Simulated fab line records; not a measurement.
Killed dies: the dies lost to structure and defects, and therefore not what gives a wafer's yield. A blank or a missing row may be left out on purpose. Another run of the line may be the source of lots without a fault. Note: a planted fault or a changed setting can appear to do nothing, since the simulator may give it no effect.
8D (eight disciplines) problem report, filled in by code / flow nandHarc / the parts of the form that need people (team, actions taken, sign-off) are left out

1. THE PROBLEM
At NHARC_THIN_TSV_CD_MEAS_37, cdNm averages 4987.2 nm over 3 wafers from 2 lots, while fault-free wafers read 5000.6 nm, standard deviation 2.4. Measured from the usual mean, that is -5.6 standard deviations.
First seen on wafer L151.4, day 26 12:58, on cdSem-03. Wafers with a number at this step in the record: 39, from 13 lots. By rule, "out" or "out of limits" means more than 4 standard deviations away from the usual mean. Any other wafer with a number is counted as sound.

2. WHAT IT IS, WHAT IT ISN'T
question=which readings at this step | is=cdNm | is not=-
question=which lots | is=L149, L151 | is not=L144, L145, L157, L158, L159, L160, L161, L162, L163, L165, L166
question=which wafers of those lots | is=L149.2, L149.4, L151.4 | is not=L149.5, L151.1, L151.5
question=read on which gauges | is=cdSem-03 | is not=cdSem-01, cdSem-02
question=when | is=from day 26 12:58 | is not=up to then (8 sound wafers); but 28 sound wafers of L149, L157, L158, L159, L160, L161, L162, L163, L165, L166 came after

3. WHAT RULES OUT EACH SUSPECT
Counting: any tool at a process step up to the reading remains a suspect provided it ran every lot that is out. Sound lots after the first of them don't rule it out here, since some wafers of a struck lot are sound.
- ruled out: the gauge at NHARC_THIN_TSV_CD_MEAS_37. All the wafers that are out were read on cdSem-03, but those of them that NHARC_THIN_TSV_ETCH_59 has rows for are out there too, on other tools.
- rieMetal-01 at NHARC_THIN_TSV_ETCH_59 (etches the open film in Cl2/BCl3, target depth 880 nm, time 138.1 s): kept. Every lot that is out went through it, the first being L151 (day 26 11:33); the last sound lot it ran before that was L144 (day 24 17:35). On those wafers its own readings are out: oesProductAu.
Left after counting: rieMetal-01 at NHARC_THIN_TSV_ETCH_59.

4. THE CAUSE (what the simulator had put in)
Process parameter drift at NHARC_THIN_TSV_ETCH_59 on rieMetal-01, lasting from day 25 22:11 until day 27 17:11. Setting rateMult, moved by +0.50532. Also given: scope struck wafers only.
The count eliminated every tool but this one.

5. THE CHAIN OF EFFECTS, in route order
One row per reading whose mean, taken over the struck wafers that have a number, lies over 3 standard deviations from the usual. Only readings for which the record gives a usual standard deviation are gone through. hours: the time from each lot's start at the first step in this table that gives one to its start at this step, as a median over the lots. sigmas: the change in usual standard deviations.
hours=0; step=NHARC_THIN_TSV_ETCH_59; reading=oesProductAu; usual=0.994 a.u.; on struck wafers=1.296; change=+0.302; sigmas=+32
hours=1; step=NHARC_THIN_TSV_CD_MEAS_37; reading=cdNm; usual=5000.6 nm; on struck wafers=4987.2; change=-13.4; sigmas=-5.6
The process steps in it:
- NHARC_THIN_TSV_ETCH_59: etches the open film in Cl2/BCl3, target depth 880 nm, time 138.1 s.

6. WHAT WOULD HAVE CAUGHT IT SOONER
In this record the first reading out of limits at a measuring or inspecting step was taken at day 26 12:58, 15 hours after the fault began at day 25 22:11.
At NHARC_THIN_TSV_ETCH_59, the tool's own readings (oesProductAu) were out on each struck wafer the step has a row for, so an alarm limit on them would have fired on the first such wafer.
Among the 2 lots that are out, L149 began NHARC_THIN_TSV_ETCH_59 on rieMetal-01 after day 26 12:58. It would have been spared by a hold on the tool at that moment.
